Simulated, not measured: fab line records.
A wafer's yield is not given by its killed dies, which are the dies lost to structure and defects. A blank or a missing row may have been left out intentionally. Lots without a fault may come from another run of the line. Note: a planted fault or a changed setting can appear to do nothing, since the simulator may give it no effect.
fab line records	flow nandHarc
record: lots: 15	wafers: 45	lastDay: 33
route steps=1302 shown P_CONTACT@234
lots that met no fault: from a run of the same line without faults
startH: hours from the record's opening day to when the first of the lot's shown wafers began	waitH: hours elapsed since this lot's preceding step	" repeats the value in the row above	L1.1+2: a single row standing in for several wafers	- no value present, or no start provided	* or withheld: withheld	< > ~ a bound
route shown NAME@n: NAME is a module with steps in the file, n the number in the route of the first one	usual: mean and standard deviation over wafers with no fault	same: alike in all rows	chamber/n: place in a boat	sites: each site's reading	_std_site: the values' standard deviation	_edge_site: inner sites' mean taken away from outer sites' mean	radiusMm: how far each site lies from the wafer's centre	mask NAME#n: copy n	behind: the last tool/chamber to shape the wafer	hold: why the lot went on hold/how many hours it stayed there/how the hold came to an end	device: which transistor (n, p or np) failed to switch	end of line: the route-end tests of the same wafers	a step with no rows: only its recipe	killed: not the wafer's yield, but the dies lost to structure and defects at the first sort	map: the dies of a wafer, with x for killed, . for not killed, _ for no die there
set.NAME: setting as actually run; set.NAME@STEP: the setting as run at that earlier step	model.NAME: the simulator's own value behind a step, which no gauge read
a sample of lots followed through the steps of the route, with each step as a table and each wafer as a row
services: from which hour (startH, from the record's first day; less than 0 if before it) a tool's chamber was out of use, for how many hours, and why
== steps ==
step: NHARC_P_CONTACT_INSPECT_14
usual: rawDefectCount: 3.6/2.1
lot.wafer	tool	chamber	startH	waitH	rawDefectCount
L500.2	defectInspect-01	-	123.41	0.0	2
L500.4	"	-	"	"	7
L500.6	"	-	"	"	5
L501.1	defectInspect-01	-	134.78	0.0	4
L501.3	"	-	"	"	3
L501.4	"	-	"	"	4
L502.1	defectInspect-02	-	147.78	0.0	0
L502.2	"	-	"	"	4
L502.4	"	-	"	"	2
L503.1	defectInspect-01	-	157.73	0.0	7
L503.4	"	-	"	"	6
L503.6	"	-	"	"	2
L504.1	defectInspect-02	-	166.84	0.0	5
L504.2	"	-	"	"	1
L504.6	"	-	"	"	6
L505.1	defectInspect-02	-	182.31	0.0	5
L505.4	"	-	"	"	2
L505.6	"	-	"	"	7
L506.2	defectInspect-01	-	191.04	0.0	2
L506.4	"	-	"	"	3
L506.6	"	-	"	"	3
L507.1	defectInspect-02	-	197.35	0.0	4
L507.4	"	-	"	"	3
L507.5	"	-	"	"	5
L508.1	defectInspect-02	-	221.79	0.0	6
L508.2	"	-	"	"	5
L508.5	"	-	"	"	6
L509.1	defectInspect-01	-	225.78	0.0	1
L509.2	"	-	"	"	1
L509.6	"	-	"	"	3
L515.1	defectInspect-02	-	282.15	0.0	3
L515.3	"	-	"	"	3
L515.6	"	-	"	"	5
L516.1	defectInspect-01	-	287.86	0.0	9
L516.4	"	-	"	"	1
L516.6	"	-	"	"	2
L518.1	defectInspect-02	-	314.50	0.0	1
L518.3	"	-	"	"	5
L518.4	"	-	"	"	6
L519.3	defectInspect-01	-	320.25	0.0	3
L519.5	"	-	"	"	4
L519.6	"	-	"	"	4
L521.2	defectInspect-01	-	337.08	0.0	8
L521.4	"	-	"	"	2
L521.6	"	-	"	"	0
step: NHARC_P_CONTACT_ETCH_31
recipe: targetDepthA: 300	timeS: 85.7	ionEnergyEv: 120	overEtchFrac: 1	ch3fFlowSccm: 50	o2FlowSccm: 30	arFlowSccm: 200	rfW: 500	biasW: 100	chemistry: CH3F/O2
usual: biasW: 100.0/0.32	ch3fFlowSccm: 50.01/0.15	drypumpMotorCurrentA: 5.5/0.49	mfcArSccm: 200.0/0.58	o2FlowSccm: 30.00/0.088	oesProductAu: 0.978/0.016	rfVppV: 244.0/1.6	showerheadPlenumPTorr: 2.43/0.099	throttleValvePct: 20.663/0.0087
lot.wafer	tool	chamber	startH	waitH	biasW	ch3fFlowSccm	drypumpMotorCurrentA	mfcArSccm	o2FlowSccm	oesProductAu	rfHoursCounterH	rfVppV	showerheadPlenumPTorr	throttleValvePct
L500.2	rieDiel-05	3	124.21	-	99.9	50.08	5.3	199.2	30.05	0.966	1.6	244.0	2.40	20.673
L500.4	"	2	"	"	99.6	50.03	6.6	200.1	29.96	0.973	1.4	244.9	2.57	20.671
L500.6	"	0	"	"	99.8	50.22	5.2	199.5	30.14	0.970	-	243.1	2.31	20.652
L501.4	rieDiel-09	2	135.59	-	100.3	49.93	5.5	200.1	30.03	0.976	8.8	241.9	2.29	20.652
L501.3	"	3	"	"	100.7	50.02	5.0	199.6	30.11	0.989	8.0	244.0	2.47	20.654
L501.1	"	0	"	"	100.6	49.74	5.1	199.3	29.90	0.975	8.2	243.2	2.40	20.655
L502.4	rieDiel-07	1	148.59	-	100.4	50.14	6.5	200.6	30.08	0.991	0.6	244.1	2.37	20.674
L502.2	"	2	"	"	100.6	50.20	5.1	199.5	29.83	0.987	0.5	244.4	2.40	20.667
L502.1	"	3	"	"	100.1	49.96	6.0	200.9	29.94	0.996	0.6	246.1	2.58	20.665
L503.4	rieDiel-09	0	158.53	-	100.2	50.23	5.1	199.5	30.03	0.990	0.4	244.1	2.40	20.645
L503.1	"	2	"	"	99.9	49.83	5.5	199.6	29.95	0.987	0.3	242.3	2.29	20.672
L503.6	"	1	"	"	100.0	49.83	5.2	200.2	30.09	0.979	-	246.5	2.55	20.655
L504.2	rieDiel-05	2	167.66	-	100.1	49.98	6.5	200.7	29.85	0.984	2.3	246.1	2.57	20.677
L504.1	"	3	"	"	99.9	49.95	5.2	199.9	30.01	0.958	2.7	242.5	2.40	20.659
L504.6	"	0	"	"	100.2	50.18	5.3	200.5	29.97	0.974	-	241.5	2.31	20.649
L505.4	rieDiel-09	1	183.12	-	99.8	50.06	5.2	199.7	30.04	0.988	2.2	244.9	2.55	20.663
L505.1	"	2	"	"	100.0	50.02	5.5	200.8	29.85	0.989	2.4	244.2	2.29	20.664
L505.6	"	2	"	"	100.3	50.05	5.5	200.1	30.10	0.987	-	241.5	2.29	20.658
L506.2	rieDiel-05	0	192.00	-	100.4	50.03	5.3	199.0	29.89	0.979	3.6	242.2	2.31	20.669
L506.4	"	2	"	"	100.0	50.18	6.6	199.8	29.97	0.982	-	243.7	2.57	20.652
L506.6	"	0	"	"	100.2	49.81	5.3	199.9	29.88	0.989	-	242.2	2.31	20.661
L507.4	rieDiel-09	0	198.15	-	-	-	-	-	-	-	-	-	-	-
L507.1	"	1	"	"	-	-	-	-	-	-	-	-	-	-
L507.5	"	0	"	"	-	-	-	-	-	-	-	-	-	-
L508.1	rieDiel-07	2	222.59	-	-	-	-	-	-	-	-	-	-	-
L508.2	"	0	"	"	-	-	-	-	-	-	-	-	-	-
L508.5	"	3	"	"	-	-	-	-	-	-	-	-	-	-
L509.2	rieDiel-05	2	226.59	-	-	-	-	-	-	-	-	-	-	-
L509.1	"	1	"	"	-	-	-	-	-	-	-	-	-	-
L509.6	"	3	"	"	-	-	-	-	-	-	-	-	-	-
L515.1	rieDiel-09	3	282.97	-	100.2	49.85	5.0	200.1	29.88	0.971	8.9	245.6	2.47	20.658
L515.3	"	0	"	"	99.5	50.00	5.1	199.1	30.09	0.980	7.4	245.1	2.40	20.640
L515.6	"	1	"	"	100.1	50.21	5.2	200.4	30.02	0.983	-	246.6	2.54	20.664
L516.4	rieDiel-09	0	288.67	-	99.8	50.24	5.1	199.9	29.92	0.967	7.6	243.4	2.40	20.661
L516.1	"	1	"	"	99.2	50.25	5.2	200.2	29.94	0.976	7.6	245.8	2.54	20.666
L516.6	"	3	"	"	99.4	50.17	5.0	200.1	30.01	0.987	-	243.2	2.47	20.669
L518.3	rieDiel-07	2	315.31	-	100.4	49.71	5.1	199.8	29.88	0.963	0.5	244.1	2.40	20.666
L518.4	"	3	"	"	99.9	49.82	6.0	199.6	30.03	0.977	0.3	244.5	2.58	20.662
L518.1	"	0	"	"	100.0	50.02	5.5	200.2	29.98	0.971	0.4	246.0	2.60	20.668
L519.3	rieDiel-07	1	321.15	-	99.6	49.92	6.4	199.5	30.12	0.995	1.0	244.0	2.37	20.659
L519.5	"	1	"	"	100.1	49.82	6.5	200.6	30.11	0.985	-	243.1	2.37	20.665
L519.6	"	2	"	"	99.8	49.92	5.1	200.4	30.04	0.998	-	244.3	2.40	20.670
L521.4	rieDiel-05	3	337.90	-	100.1	50.07	5.3	199.5	30.03	0.953	2.6	243.2	2.40	20.667
L521.2	"	1	"	"	99.8	49.87	5.9	199.8	29.99	0.974	2.8	242.7	2.35	20.662
L521.6	"	2	"	"	100.0	50.07	6.5	200.8	29.90	0.971	-	246.2	2.57	20.661
step: NHARC_P_CONTACT_DEGAS_38
recipe: tempC: 300	timeS: 60
usual: heaterPowerW: 490/62
lot.wafer	tool	chamber	startH	waitH	heaterPowerW
L500.2	pvdSputter-02	-	125.06	-	549
L500.4	"	-	"	"	455
L500.6	"	-	"	"	446
L501.1	pvdSputter-01	-	136.44	-	565
L501.4	"	-	"	"	428
L501.3	"	-	"	"	459
L502.2	pvdSputter-03	-	149.42	-	542
L502.1	"	-	"	"	394
L502.4	"	-	"	"	557
L503.4	pvdSputter-02	-	159.38	-	459
L503.1	"	-	"	"	532
L503.6	"	-	"	"	461
L504.2	pvdSputter-03	-	168.54	-	450
L504.1	"	-	"	"	530
L504.6	"	-	"	"	411
L505.4	pvdSputter-02	-	183.96	-	538
L505.1	"	-	"	"	473
L505.6	"	-	"	"	550
L506.2	pvdSputter-01	-	192.83	-	456
L506.4	"	-	"	"	564
L506.6	"	-	"	"	463
L507.1	pvdSputter-03	-	198.99	-	400
L507.4	"	-	"	"	540
L507.5	"	-	"	"	400
L508.1	pvdSputter-01	-	223.49	-	572
L508.2	"	-	"	"	613
L508.5	"	-	"	"	439
L509.1	pvdSputter-03	-	227.43	-	389
L509.2	"	-	"	"	538
L509.6	"	-	"	"	397
L515.3	pvdSputter-03	-	283.80	-	526
L515.1	"	-	"	"	532
L515.6	"	-	"	"	394
L516.1	pvdSputter-01	-	289.58	-	427
L516.4	"	-	"	"	459
L516.6	"	-	"	"	603
L518.1	pvdSputter-03	-	316.14	-	441
L518.4	"	-	"	"	518
L518.3	"	-	"	"	401
L519.3	pvdSputter-02	-	322.02	-	476
L519.6	"	-	"	"	542
L519.5	"	-	"	"	444
L521.4	pvdSputter-03	-	338.76	-	441
L521.2	"	-	"	"	525
L521.6	"	-	"	"	541
step: NHARC_P_CONTACT_PVD_32
recipe: targetThkA: 50	chamberPressurePa: 5	powerW: 5000	substrateTempC: 200	timeS: 17.7	material: Ti
usual: throttleValvePct: 29.9/1.2
lot.wafer	tool	chamber	startH	waitH	throttleValvePct
L500.2	pvdSputter-02	-	-	-	28.1
L500.4	"	-	"	"	31.6
L500.6	"	-	"	"	30.3
L501.4	pvdSputter-01	-	-	-	30.3
L501.1	"	-	"	"	27.9
L501.3	"	-	"	"	28.4
L502.1	pvdSputter-03	-	-	-	29.6
L502.2	"	-	"	"	32.7
L502.4	"	-	"	"	30.4
L503.1	pvdSputter-02	-	-	-	28.4
L503.4	"	-	"	"	30.8
L503.6	"	-	"	"	30.3
L504.1	pvdSputter-03	-	-	-	32.8
L504.2	"	-	"	"	30.6
L504.6	"	-	"	"	29.7
L505.1	pvdSputter-02	-	-	-	30.6
L505.4	"	-	"	"	31.7
L505.6	"	-	"	"	30.7
L506.4	pvdSputter-01	-	-	-	28.6
L506.2	"	-	"	"	27.7
L506.6	"	-	"	"	28.8
L507.4	pvdSputter-03	-	-	-	31.6
L507.1	"	-	"	"	29.3
L507.5	"	-	"	"	29.0
L508.2	pvdSputter-01	-	-	-	28.7
L508.1	"	-	"	"	28.0
L508.5	"	-	"	"	28.4
L509.2	pvdSputter-03	-	-	-	29.4
L509.1	"	-	"	"	31.8
L509.6	"	-	"	"	29.4
L515.1	pvdSputter-03	-	-	-	29.3
L515.3	"	-	"	"	30.2
L515.6	"	-	"	"	29.6
L516.1	pvdSputter-01	-	-	-	28.2
L516.4	"	-	"	"	28.3
L516.6	"	-	"	"	29.7
L518.1	pvdSputter-03	-	-	-	31.8
L518.3	"	-	"	"	29.2
L518.4	"	-	"	"	30.7
L519.3	pvdSputter-02	-	-	-	31.3
L519.6	"	-	"	"	31.1
L519.5	"	-	"	"	30.7
L521.4	pvdSputter-03	-	-	-	31.9
L521.2	"	-	"	"	29.2
L521.6	"	-	"	"	31.8
== services ==
tool	chamber	startH	hours	kind
pvdSputter-02	-	104.65	10.0	pm
rieDiel-07	-	117.20	9.0	pm
pvdSputter-03	-	118.72	5.7	repair
pvdSputter-03	-	130.04	2.8	repair
rieDiel-09	-	143.39	9.0	pm
pvdSputter-03	-	145.11	1.6	repair
rieDiel-07	1	163.82	2.1	repair
rieDiel-09	0	165.49	4.0	repair
pvdSputter-03	-	170.01	10.0	pm
rieDiel-05	-	175.83	1.0	repair
rieDiel-05	3	189.77	3.1	repair
rieDiel-09	2	189.90	5.2	repair
rieDiel-05	3	200.62	14.5	repair
rieDiel-05	-	229.61	9.0	pm
pvdSputter-01	-	247.91	10.0	pm
pvdSputter-03	-	260.60	0.8	repair
pvdSputter-01	-	264.85	1.9	repair
rieDiel-05	2	279.24	23.6	repair
rieDiel-05	0	281.65	2.0	repair
pvdSputter-02	-	282.65	10.0	pm
rieDiel-05	3	289.99	7.0	repair
pvdSputter-01	-	317.25	7.8	repair
rieDiel-09	-	320.39	9.0	pm
rieDiel-05	1	332.85	4.1	repair
== key ==
firstSign: step: NHARC_P_CONTACT_ETCH_31	reading: toolRecord	direction: missing
effect none on later readings
metAt NHARC_P_CONTACT_ETCH_31
struckLots L507,L508,L509
laterRowsLeftOut L507.1,L507.4,L507.5,L508.1,L508.2,L508.5,L509.1,L509.2,L509.6
sortLeftOut L507.1,L507.4,L507.5,L508.1,L508.2,L508.5,L509.1,L509.2,L509.6
testerLeftOut L507,L508,L509
notActingAt NHARC_P_CONTACT_INSPECT_14,NHARC_P_CONTACT_DEGAS_38,NHARC_P_CONTACT_PVD_32
onsetBetween 192.00 198.15
fault: kind: skippedStepWhole	tool: rieDiel-05,rieDiel-07,rieDiel-09	chamber: -	onsetH: 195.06	steps: NHARC_P_CONTACT_ETCH_31	scope: struckLotsOnly
testerLeftOut: of these lots the tester's yield and bins aren't shown, on N5 and GAA mostly nor the transistor test; their killed dies are dies lost to structure and defects alone, not to doping, threshold or leakage, so they don't give the yield
sortLeftOut: the simulated sort isn't trusted on such a fault, so these wafers' sort isn't shown, and their yield isn't known
laterRowsLeftOut: the simulator's readings of these wafers behind a module that went badly wrong aren't trusted and aren't shown, but for the sort
